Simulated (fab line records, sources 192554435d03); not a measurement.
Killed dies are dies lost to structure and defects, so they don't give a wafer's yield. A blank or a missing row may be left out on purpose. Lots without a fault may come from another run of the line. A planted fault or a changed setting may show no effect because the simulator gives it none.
Which tool did it? | flow n5_finfet | 12 lots, 36 wafers sampled, at 1 step of a route of 1938

WHAT THE GAUGES READ, wafer by wafer
N5_BEOL_M1_INSPECT_30: inspects for defects (brightfield).
lot  | measured     | on                | raw_defect_count
L075 | day 6 13:58  | defect_inspect-02 | 490 493 402
L077 | day 7 01:58  | defect_inspect-01 | 441 462 489
L079 | day 7 16:21  | defect_inspect-02 | 315 362 371
L081 | day 8 01:38  | defect_inspect-01 | 480 420 439
L083 | day 8 08:41  | defect_inspect-01 | 727 486 427
L085 | day 9 05:02  | defect_inspect-02 | 320 288 301
L086 | day 9 11:59  | defect_inspect-02 | 398 617 490
L089 | day 10 03:47 | defect_inspect-02 | 481 412 366
L091 | day 10 12:53 | defect_inspect-02 | 444 784 627
L093 | day 10 21:34 | defect_inspect-02 | 675 437 412
L095 | day 11 15:03 | defect_inspect-02 | 284 236 264
L096 | day 11 20:32 | defect_inspect-02 | 290 321 500

WHICH TOOL RAN EACH LOT (tool, then ch and the chambers of the sampled wafers, then the start)
The record holds no process step before these readings.

THE ANSWER, worked out from the rows above alone
Rule: what is usual is taken from the lots themselves. Put in order of their means at a reading, lots are off if they are a third of the lots or fewer, leave a main group of 4 or more, and stand apart from it by a gap of 3 or more times the standard deviation of the main group's means; of several such gaps the widest counts. A main group whose means are all the same, to the digits that the tables above print for the reading, isn't used. A lot without any number at a reading at which 4 lots or more have one is off too. The other lots that the step has rows for count as sound.
No lot is off at any reading shown: from this, nothing can be told.

WHAT THE SIMULATOR HAD PUT IN
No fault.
